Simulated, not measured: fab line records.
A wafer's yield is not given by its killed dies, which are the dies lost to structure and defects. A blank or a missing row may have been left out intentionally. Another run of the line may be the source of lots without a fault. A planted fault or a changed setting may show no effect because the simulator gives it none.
fab line records | flow nandHarc
[record] lots = 13 | wafers = 39 | lastDay = 34
route steps=1302 shown P_GATE@143
lots that met no fault: from a run of the same line without faults
startH: hours from the record's opening day to when the first of the lot's shown wafers began | waitH: how many hours have passed since the lot's step before this one | " identical to the entry in the row above | L1.1+2: a row that stands for several wafers | - either no value or no given start | * or withheld: withheld | < > ~ a bound
route shown NAME@n: NAME is a module with steps in the file, n the number in the route of the first one | usual: the fault-free wafers' mean and standard deviation | same: alike in all rows | chamber/n: place in a boat | sites: each site's reading | _std_site: standard deviation across them | _edge_site: outer sites' mean less inner sites' | radiusMm: how far each site lies from the wafer's centre | mask NAME#n: copy n | behind: the tool/chamber that last shaped the wafer | hold: cause of the lot's hold/its duration in hours/its outcome | device: the transistor (n, p or np) that didn't switch | end of line: the tests these same wafers got at the end of their route | for a step that has no rows: nothing shown but its recipe | killed: dies that structure and defects cost at the first sort, which is not the same as the wafer's yield | map: per-die view of a wafer (x killed, . not killed, _ where there is no die)
set.NAME: the setting as run; set.NAME@STEP: as run at that earlier step | model.NAME: the simulator's own value behind a step, which no gauge read
route steps across a sampled set of lots; one table per step, one row per wafer
services: a tool's chamber out of use, with start hour (startH, from the record's first day; less than 0 if before it), hours out, and reason
[[steps]]
[step NHARC_P_GATE_INSPECT_28]
[usual] rawDefectCount = 7/3.3
lot.wafer | tool             | chamber | startH | waitH | rawDefectCount
L369.2    | defectInspect-01 | -       | 105.69 | 0.0   | 6
L369.3    | "                | -       | "      | "     | 9
L369.6    | "                | -       | "      | "     | 4
L368.2    | defectInspect-01 | -       | 106.33 | 0.0   | 3
L368.4    | "                | -       | "      | "     | 5
L368.5    | "                | -       | "      | "     | 6
L370.1    | defectInspect-02 | -       | 119.09 | 0.0   | 11
L370.2    | "                | -       | "      | "     | 8
L370.3    | "                | -       | "      | "     | 4
L371.1    | defectInspect-01 | -       | 137.49 | 0.0   | 4
L371.4    | "                | -       | "      | "     | 5
L371.5    | "                | -       | "      | "     | 6
L373.1    | defectInspect-01 | -       | 147.02 | 0.0   | 6
L373.2    | "                | -       | "      | "     | 10
L373.4    | "                | -       | "      | "     | 8
L376.4    | defectInspect-01 | -       | 176.61 | 0.0   | 6
L376.5    | "                | -       | "      | "     | 6
L376.6    | "                | -       | "      | "     | 7
L385.2    | defectInspect-01 | -       | 278.24 | 0.0   | 8
L385.4    | "                | -       | "      | "     | 1
L385.5    | "                | -       | "      | "     | 7
L386.1    | defectInspect-02 | -       | 286.44 | 0.0   | 2
L386.2    | "                | -       | "      | "     | 4
L386.4    | "                | -       | "      | "     | 5
L387.3    | defectInspect-01 | -       | 292.70 | 0.0   | 3
L387.4    | "                | -       | "      | "     | 2
L387.5    | "                | -       | "      | "     | 4
L388.1    | defectInspect-01 | -       | 296.90 | 0.0   | 4
L388.3    | "                | -       | "      | "     | 9
L388.4    | "                | -       | "      | "     | 2
L389.4    | defectInspect-02 | -       | 308.46 | 0.0   | 4
L389.5    | "                | -       | "      | "     | 8
L389.6    | "                | -       | "      | "     | 8
L390.1    | defectInspect-02 | -       | 317.99 | 0.0   | 3
L390.2    | "                | -       | "      | "     | 3
L390.5    | "                | -       | "      | "     | 5
L391.2    | defectInspect-01 | -       | 322.93 | 0.0   | 9
L391.4    | "                | -       | "      | "     | 3
L391.6    | "                | -       | "      | "     | 5
[step NHARC_P_GATE_ETCHBACK_37]
[recipe] targetDepthA = 345 | timeS = 17.2 | chf3FlowSccm = 50 | o2FlowSccm = 10 | arFlowSccm = 200 | rfW = 500 | biasW = 200 | chemistry = CHF3/O2
[usual] drypumpMotorCurrentA = 5.9/0.47 | mfcArSccm = 200.0/0.64 | oesProductAu = 0.96/0.037 | rfVppV = 370.3/2.4 | showerheadPlenumPTorr = 2.39/0.11 | throttleValvePct = 20.572/0.0092
[same] timeS = 17.2
lot.wafer | tool       | chamber | startH | waitH | drypumpMotorCurrentA | mfcArSccm | oesProductAu | rfHoursCounterH | rfVppV | showerheadPlenumPTorr | throttleValvePct
L369.2    | rieDiel-10 | 3       | -      | -     | 5.7                  | 200.0     | 0.98         | 2.5             | 370.2  | 2.49                  | 20.579
L369.3    | "          | 1       | "      | "     | 6.1                  | 199.5     | 0.98         | 2.8             | 371.7  | 2.45                  | 20.576
L369.6    | "          | 3       | "      | "     | 5.7                  | 200.7     | 0.98         | -               | 371.8  | 2.49                  | 20.578
L368.4    | rieDiel-13 | 1       | -      | -     | 5.8                  | 200.5     | 1.01         | 6.8             | 367.2  | 2.27                  | 20.572
L368.2    | "          | 3       | "      | "     | 6.5                  | 200.5     | 1.01         | 7.4             | 367.0  | 2.26                  | 20.558
L368.5    | "          | 1       | "      | "     | 5.8                  | 199.5     | 1.01         | -               | 367.8  | 2.27                  | 20.561
L370.2    | rieDiel-13 | 3       | -      | -     | 6.5                  | 199.3     | 0.95         | 7.6             | 368.0  | 2.26                  | 20.573
L370.1    | "          | 1       | "      | "     | 5.8                  | 199.5     | 0.94         | 7.0             | 368.1  | 2.27                  | 20.554
L370.3    | "          | 2       | "      | "     | 6.3                  | 200.5     | 0.93         | 6.5             | 367.2  | 2.26                  | 20.549
L371.4    | rieDiel-13 | 3       | -      | -     | 6.5                  | 200.2     | 0.93         | 8.3             | 369.1  | 2.25                  | 20.571
L371.1    | "          | 0       | "      | "     | 5.0                  | 200.8     | 0.92         | 8.5             | 368.0  | 2.29                  | 20.571
L371.5    | "          | 1       | "      | "     | 5.8                  | 199.1     | 0.93         | -               | 368.0  | 2.27                  | 20.580
L373.2    | rieDiel-01 | 1       | -      | -     | 6.4                  | 200.7     | 0.94         | 4.4             | 371.6  | 2.47                  | 20.577
L373.1    | "          | 3       | "      | "     | 5.3                  | 199.1     | 0.94         | 4.3             | 373.0  | 2.52                  | 20.578
L373.4    | "          | 0       | "      | "     | 5.7                  | 199.5     | 0.94         | -               | 372.6  | 2.52                  | 20.572
L376.4    | rieDiel-10 | 2       | -      | -     | 5.8                  | 200.7     | 1.01         | 5.7             | 368.4  | 2.32                  | 20.571
L376.6    | "          | 1       | "      | "     | 6.2                  | 200.3     | 0.97         | -               | 371.3  | 2.45                  | 20.575
L376.5    | "          | 2       | "      | "     | 5.9                  | 200.6     | 0.99         | -               | 369.6  | 2.32                  | 20.592
L385.4    | rieDiel-01 | 1       | -      | -     | 6.4                  | 199.7     | 0.93         | 4.6             | 373.0  | 2.47                  | 20.550
L385.2    | "          | 3       | "      | "     | 5.3                  | 199.7     | 0.93         | 4.7             | 372.6  | 2.52                  | 20.556
L385.5    | "          | 1       | "      | "     | 6.4                  | 200.1     | 0.93         | -               | 371.8  | 2.47                  | 20.582
L386.1    | rieDiel-01 | 3       | -      | -     | 5.3                  | 198.7     | 0.92         | 5.0             | 373.8  | 2.52                  | 20.574
L386.2    | "          | 1       | "      | "     | 6.4                  | 199.4     | 0.93         | 4.8             | 371.9  | 2.47                  | 20.571
L386.4    | "          | 2       | "      | "     | 6.6                  | 200.0     | 0.93         | 4.9             | 370.8  | 2.38                  | 20.564
L387.3    | rieDiel-01 | 3       | -      | -     | 5.3                  | 200.5     | 1.01         | 5.2             | 372.5  | 2.52                  | 20.583
L387.4    | "          | 0       | "      | "     | 5.7                  | 200.6     | 1.01         | 5.1             | 374.5  | 2.52                  | 20.569
L387.5    | "          | 2       | "      | "     | 6.6                  | 199.8     | 1.03         | -               | 371.8  | 2.38                  | 20.571
L388.4    | rieDiel-10 | 3       | -      | -     | 5.7                  | 200.2     | 0.99         | 2.7             | 372.6  | 2.49                  | 20.575
L388.1    | "          | 0       | "      | "     | 5.7                  | 199.5     | 0.99         | 2.6             | 367.1  | 2.24                  | 20.581
L388.3    | "          | 1       | "      | "     | 6.1                  | 200.5     | 0.98         | 2.8             | 372.3  | 2.45                  | 20.574
L389.4    | rieDiel-01 | 3       | -      | -     | 5.3                  | 199.7     | 0.97         | 6.0             | 372.5  | 2.51                  | 20.580
L389.6    | "          | 0       | "      | "     | 5.6                  | 200.1     | 1.01         | -               | 372.8  | 2.52                  | 20.568
L389.5    | "          | 1       | "      | "     | 6.4                  | 200.2     | 1.00         | -               | 372.6  | 2.47                  | 20.564
L390.2    | rieDiel-10 | 3       | -      | -     | 5.7                  | 200.3     | 0.94         | 3.5             | 372.6  | 2.49                  | 20.576
L390.1    | "          | 2       | "      | "     | 5.9                  | 199.8     | 0.94         | 3.9             | 369.4  | 2.32                  | 20.583
L390.5    | "          | 0       | "      | "     | 5.8                  | 200.5     | 0.94         | -               | 367.9  | 2.24                  | 20.551
L391.2    | rieDiel-13 | 1       | -      | -     | 5.8                  | 199.6     | 0.93         | 8.7             | 369.1  | 2.26                  | 20.564
L391.4    | "          | 3       | "      | "     | 6.5                  | 199.4     | 0.91         | 10.2            | 366.6  | 2.25                  | 20.571
L391.6    | "          | 1       | "      | "     | 5.8                  | 200.1     | 0.94         | -               | 369.3  | 2.26                  | 20.577
[step NHARC_P_GATE_EXPOSE_56]
[recipe] na = 0.6 | targetCdNm = 720 | doseMj = 14.81 | maskId = P_PSD
lot.wafer  | tool          | chamber | startH | waitH | mask
L369.2+3+6 | krfScanner-01 | 0       | 119.10 | -     | P_PSD#0
L368.2+4+5 | krfScanner-04 | 0       | 119.75 | -     | P_PSD#0
L370.1+2+3 | krfScanner-02 | 0       | 132.50 | -     | P_PSD#0
L371.1+4+5 | krfScanner-01 | 0       | 150.94 | -     | P_PSD#0
L373.1+2+4 | krfScanner-01 | 0       | 162.48 | -     | P_PSD#0
L376.4+5+6 | krfScanner-02 | 0       | 189.98 | -     | P_HVN#0
L385.2+4+5 | krfScanner-01 | 0       | 291.40 | -     | P_PSD#0
L386.1+2+4 | krfScanner-02 | 0       | 299.89 | -     | P_PSD#0
L387.3+4+5 | krfScanner-01 | 0       | 306.44 | -     | P_PSD#0
L388.1+3+4 | krfScanner-01 | 0       | 310.18 | -     | P_PSD#0
L389.4+5+6 | krfScanner-02 | 0       | 321.87 | -     | P_PSD#0
L390.1+2+5 | krfScanner-02 | 0       | 331.28 | -     | P_PSD#0
L391.2+4+6 | krfScanner-04 | 0       | 336.42 | -     | P_PSD#0
[step NHARC_P_GATE_CD_MEAS_59]
[recipe] targetCdNm = 720 | landingEnergyEv = 500
[usual] cdNm = 719.3/2.9
lot.wafer | tool     | chamber | startH | waitH | cdNm
L369.2    | cdSem-02 | 0       | 119.26 | -     | 716.8
L369.3    | "        | 0       | "      | "     | 718.4
L369.6    | "        | 0       | "      | "     | 719.4
L368.2    | cdSem-03 | 0       | 119.90 | -     | 722.5
L368.4    | "        | 0       | "      | "     | 726.7
L368.5    | "        | 0       | "      | "     | 725.7
L370.1    | cdSem-02 | 0       | 132.66 | -     | 721.6
L370.2    | "        | 0       | "      | "     | 722.6
L370.3    | "        | 0       | "      | "     | 724.3
L371.1    | cdSem-01 | 0       | 151.10 | -     | 715.5
L371.4    | "        | 0       | "      | "     | 718.2
L371.5    | "        | 0       | "      | "     | 717.8
L373.1    | cdSem-02 | 0       | 162.64 | -     | 718.2
L373.2    | "        | 0       | "      | "     | 719.5
L373.4    | "        | 0       | "      | "     | 718.8
L376.4    | cdSem-03 | 0       | 190.13 | -     | -
L376.5    | "        | 0       | "      | "     | -
L376.6    | "        | 0       | "      | "     | -
L385.2    | cdSem-01 | 0       | 291.55 | -     | 720.4
L385.4    | "        | 0       | "      | "     | 722.4
L385.5    | "        | 0       | "      | "     | 721.5
L386.1    | cdSem-02 | 0       | 300.05 | -     | 719.2
L386.2    | "        | 0       | "      | "     | 717.3
L386.4    | "        | 0       | "      | "     | 716.8
L387.3    | cdSem-01 | 0       | 306.59 | -     | 717.6
L387.4    | "        | 0       | "      | "     | 717.2
L387.5    | "        | 0       | "      | "     | 719.0
L388.1    | cdSem-01 | 0       | 310.34 | -     | 724.7
L388.3    | "        | 0       | "      | "     | 723.1
L388.4    | "        | 0       | "      | "     | 721.8
L389.4    | cdSem-01 | 0       | 322.02 | -     | 720.7
L389.5    | "        | 0       | "      | "     | 719.7
L389.6    | "        | 0       | "      | "     | 720.3
L390.1    | cdSem-02 | 0       | 331.43 | -     | 722.1
L390.2    | "        | 0       | "      | "     | 725.8
L390.5    | "        | 0       | "      | "     | 721.8
L391.2    | cdSem-02 | 0       | 336.57 | -     | 718.9
L391.4    | "        | 0       | "      | "     | 719.6
L391.6    | "        | 0       | "      | "     | 717.4
[step NHARC_P_GATE_DESCUM_93]
[recipe] timeS = 3 | o2FlowSccm = 200 | arFlowSccm = 0 | biasPowerW = 0 | chemistry = O2
[usual] drypumpMotorCurrentA = 5.9/0.45 | mfcArSccm = 0.007/0.011 | oesProductAu = 1.001/0.015 | rfVppV = 57.7/0.82 | showerheadPlenumPTorr = 1.88/0.089 | throttleValvePct = 11.312/0.0091
[same] timeS = 3
lot.wafer | tool       | chamber | startH | waitH | drypumpMotorCurrentA | mfcArSccm | oesProductAu | rfHoursCounterH | rfVppV | showerheadPlenumPTorr | throttleValvePct
L369.2    | rieDiel-01 | 3       | 121.02 | -     | 5.3                  | 0         | 1.008        | 3.2             | 56.9   | 2.01                  | 11.309
L369.3    | "          | 1       | "      | "     | 6.4                  | 0.014     | 1.020        | 3.3             | 58.3   | 1.97                  | 11.312
L369.6    | "          | 3       | "      | "     | 5.3                  | 0         | 1.011        | -               | 57.9   | 2.01                  | 11.319
L368.2    | rieDiel-01 | 3       | 121.77 | -     | 5.3                  | 0         | 1.018        | 3.2             | 58.2   | 2.01                  | 11.325
L368.4    | "          | 1       | "      | "     | 6.4                  | 0.014     | 1.028        | 3.3             | 58.8   | 1.97                  | 11.313
L368.5    | "          | 3       | "      | "     | 5.3                  | 0         | 1.015        | -               | 56.6   | 2.01                  | 11.318
L370.3    | rieDiel-01 | 0       | 134.52 | -     | 5.7                  | 0.002     | 1.005        | 4.5             | 57.5   | 2.01                  | 11.318
L370.1    | "          | 1       | "      | "     | 6.4                  | 0.014     | 1.012        | 3.8             | 58.0   | 1.97                  | 11.320
L370.2    | "          | 2       | "      | "     | 6.6                  | 0         | 0.984        | 3.4             | 57.7   | 1.90                  | 11.313
L371.1    | rieDiel-10 | 2       | 152.88 | -     | 5.8                  | 0.038     | 0.994        | 4.5             | 57.7   | 1.85                  | 11.307
L371.4    | "          | 3       | "      | "     | 5.7                  | 0.006     | 0.987        | 5.1             | 59.6   | 1.99                  | 11.312
L371.5    | "          | 1       | "      | "     | 6.1                  | 0.013     | 0.971        | -               | 58.9   | 1.96                  | 11.307
L373.1    | rieDiel-01 | 3       | 164.74 | -     | 5.3                  | 0         | 1.009        | 4.3             | 57.2   | 2.01                  | 11.326
L373.2    | "          | 0       | "      | "     | 5.7                  | 0.002     | 1.018        | 5.1             | 58.8   | 2.01                  | 11.304
L373.4    | "          | 0       | "      | "     | 5.7                  | 0.002     | 1.017        | -               | 58.0   | 2.01                  | 11.335
L376.4    | rieDiel-10 | 3       | 191.88 | -     | 5.7                  | 0.006     | 0.972        | 6.5             | 58.6   | 1.99                  | 11.311
L376.6    | "          | 2       | "      | "     | 5.9                  | 0.038     | 0.989        | -               | 58.3   | 1.85                  | 11.296
L376.5    | "          | 3       | "      | "     | 5.7                  | 0.006     | 0.997        | -               | 58.2   | 1.99                  | 11.306
L385.4    | rieDiel-01 | 2       | 293.30 | -     | 6.6                  | 0         | 1.018        | 4.8             | 57.9   | 1.90                  | 11.310
L385.2    | "          | 3       | "      | "     | 5.3                  | 0         | 0.981        | 4.9             | 58.5   | 2.01                  | 11.308
L385.5    | "          | 3       | "      | "     | 5.3                  | 0         | 0.973        | -               | 59.3   | 2.01                  | 11.301
L386.1    | rieDiel-13 | 0       | 301.81 | -     | 5.0                  | 0         | 1.014        | 8.7             | 57.8   | 1.81                  | 11.310
L386.4    | "          | 1       | "      | "     | 5.8                  | 0.008     | 1.021        | 7.5             | 57.0   | 1.80                  | 11.317
L386.2    | "          | 2       | "      | "     | 6.3                  | 0         | 0.994        | 8.0             | 58.6   | 1.79                  | 11.312
L387.4    | rieDiel-10 | 0       | 308.45 | -     | 5.8                  | 0         | 1.002        | 2.6             | 57.2   | 1.78                  | 11.313
L387.3    | "          | 2       | "      | "     | 5.8                  | 0.038     | 0.998        | 3.0             | 56.3   | 1.85                  | 11.321
L387.5    | "          | 0       | "      | "     | 5.8                  | 0         | 1.003        | -               | 57.5   | 1.78                  | 11.312
L388.1    | rieDiel-13 | 2       | 312.21 | -     | 6.3                  | 0         | 1.004        | 8.8             | 57.3   | 1.79                  | 11.319
L388.3    | "          | 3       | "      | "     | 6.5                  | 0         | 0.997        | 9.7             | 57.2   | 1.79                  | 11.317
L388.4    | "          | 0       | "      | "     | 5.0                  | 0         | 1.006        | 9.8             | 57.4   | 1.81                  | 11.309
L389.4    | rieDiel-13 | 1       | 323.88 | -     | 5.8                  | 0.008     | 1.001        | 8.4             | 57.9   | 1.80                  | 11.307
L389.5    | "          | 1       | "      | "     | 5.8                  | 0.008     | 1.013        | -               | 56.9   | 1.80                  | 11.319
L389.6    | "          | 2       | "      | "     | 6.2                  | 0         | 1.007        | -               | 57.6   | 1.79                  | 11.311
L390.1    | rieDiel-10 | 2       | 333.36 | -     | 5.9                  | 0.038     | 1.021        | 4.0             | 57.9   | 1.85                  | 11.298
L390.2    | "          | 0       | "      | "     | 5.8                  | 0         | 1.008        | 3.7             | 58.9   | 1.78                  | 11.324
L390.5    | "          | 1       | "      | "     | 6.2                  | 0.013     | 1.005        | -               | 56.9   | 1.95                  | 11.320
L391.2    | rieDiel-13 | 2       | 338.31 | -     | 6.3                  | 0         | 0.981        | 9.8             | 57.3   | 1.79                  | 11.313
L391.4    | "          | 0       | "      | "     | 5.0                  | 0         | 0.994        | 10.7            | 57.1   | 1.81                  | 11.307
L391.6    | "          | 2       | "      | "     | 6.3                  | 0         | 0.985        | -               | 55.9   | 1.79                  | 11.297
[[services]]
tool          | chamber | startH | hours | kind
krfScanner-02 | -       | 94.00  | 4.0   | pm
krfScanner-02 | -       | 100.23 | 4.8   | repair
krfScanner-01 | -       | 106.09 | 1.6   | repair
krfScanner-02 | -       | 137.14 | 2.4   | repair
rieDiel-01    | 3       | 138.43 | 21.0  | repair
krfScanner-01 | -       | 140.00 | 4.0   | pm
rieDiel-01    | 2       | 154.09 | 8.1   | repair
rieDiel-01    | 2       | 164.48 | 16.5  | repair
rieDiel-13    | -       | 165.12 | 9.0   | pm
rieDiel-01    | -       | 203.80 | 9.0   | pm
rieDiel-13    | 2       | 205.79 | 3.4   | repair
rieDiel-10    | 3       | 208.14 | 1.5   | repair
rieDiel-13    | 1       | 214.76 | 2.6   | repair
krfScanner-01 | -       | 218.06 | 0.2   | repair
krfScanner-02 | -       | 225.52 | 0.5   | repair
rieDiel-10    | 2       | 235.82 | 3.1   | repair
rieDiel-10    | -       | 242.50 | 9.0   | pm
krfScanner-02 | -       | 266.00 | 4.0   | pm
rieDiel-13    | -       | 266.92 | 0.3   | repair
krfScanner-02 | -       | 288.88 | 0.8   | repair
krfScanner-01 | -       | 312.00 | 4.0   | pm
rieDiel-13    | 3       | 314.48 | 2.5   | repair
rieDiel-10    | -       | 315.60 | 0.2   | repair
rieDiel-01    | -       | 316.09 | 0.9   | repair
[[key]]
[firstSign] step = NHARC_P_GATE_EXPOSE_56 | reading = mask | direction = changed
[effect] step = NHARC_P_GATE_CD_MEAS_59 | reading = cdNm | direction = missing
metAt NHARC_P_GATE_EXPOSE_56
struckLots L376
laterRowsLeftOut L376.4,L376.5,L376.6
sortLeftOut L376.4,L376.5,L376.6
testerLeftOut L376
notActingAt NHARC_P_GATE_INSPECT_28,NHARC_P_GATE_ETCHBACK_37,NHARC_P_GATE_DESCUM_93
onsetBetween 132.50 189.98
[fault] kind = wrongMask | tool = any | chamber = - | onsetH = 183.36 | steps = NHARC_P_GATE_EXPOSE_56 | auxCopy = P_HVN#0 | scope = struckLotsOnly
// testerLeftOut: of these lots the tester's yield and bins aren't shown, on N5 and GAA mostly nor the transistor test; their killed dies are dies lost to structure and defects alone, not to doping, threshold or leakage, so they don't give the yield
// sortLeftOut: the simulated sort isn't trusted on such a fault, so these wafers' sort isn't shown, and their yield isn't known
// laterRowsLeftOut: the simulator's readings of these wafers behind a module that went badly wrong aren't trusted and aren't shown, but for the sort
